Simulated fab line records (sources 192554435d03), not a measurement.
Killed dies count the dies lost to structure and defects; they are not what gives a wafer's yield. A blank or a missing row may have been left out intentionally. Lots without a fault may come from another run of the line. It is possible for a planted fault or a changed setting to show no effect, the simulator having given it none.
Which tool was responsible? / flow n5-finfet / at 1 step of a route of 1938, 11 lots with 32 wafers sampled

## WHAT THE GAUGES READ, wafer by wafer
N5_ILD0_THK_MEAS_13.
lot=L708; measured=day 4 01:02; on=film-metro-02; thk-nm (nm)=18.5 19.1 18.7
lot=L710; measured=day 4 11:26; on=film-metro-01; thk-nm (nm)=17.4 16.2 17.0
lot=L711; measured=day 4 20:22; on=film-metro-02; thk-nm (nm)=17.3 16.3 17.4
lot=L712; measured=day 4 22:15; on=film-metro-02; thk-nm (nm)=18.2 16.7 18.2
lot=L718; measured=day 6 10:26; on=film-metro-01; thk-nm (nm)=18.0 18.5 18.0
lot=L719; measured=day 6 21:05; on=film-metro-02; thk-nm (nm)=18.1 18.8 16.5
lot=L724; measured=day 7 22:46; on=film-metro-01; thk-nm (nm)=18.7 16.4
lot=L725; measured=day 8 08:11; on=film-metro-01; thk-nm (nm)=16.6 18.2 16.5
lot=L726; measured=day 8 17:41; on=film-metro-01; thk-nm (nm)=16.9 16.2 18.3
lot=L728; measured=day 9 07:24; on=film-metro-02; thk-nm (nm)=18.3 18.0 17.7
lot=L730; measured=day 9 15:00; on=film-metro-02; thk-nm (nm)=18.7 17.6 18.1

## TOOL THAT RAN EACH LOT (tool first, then ch and the chambers of the sampled wafers, then the start)
No process step before these readings appears in the record.

## THE ANSWER, worked out from the rows above alone
Rule: the lots themselves supply what counts as usual. The widest of any qualifying gaps counts: lots, ordered by their means at a reading, are off when they make up no more than a third of the lots, leave a main group of 4 or more, and stand apart from it by 3 or more times the standard deviation of that group's means. Not used: any main group whose means are identical at the precision the tables above print for the reading. Also off: a lot with no number at a reading for which 4 or more lots have one. Any other lot the step has rows for is counted as sound.
No lot is off at any reading shown: from this, nothing can be told.

## WHAT THE SIMULATOR HAD INSERTED
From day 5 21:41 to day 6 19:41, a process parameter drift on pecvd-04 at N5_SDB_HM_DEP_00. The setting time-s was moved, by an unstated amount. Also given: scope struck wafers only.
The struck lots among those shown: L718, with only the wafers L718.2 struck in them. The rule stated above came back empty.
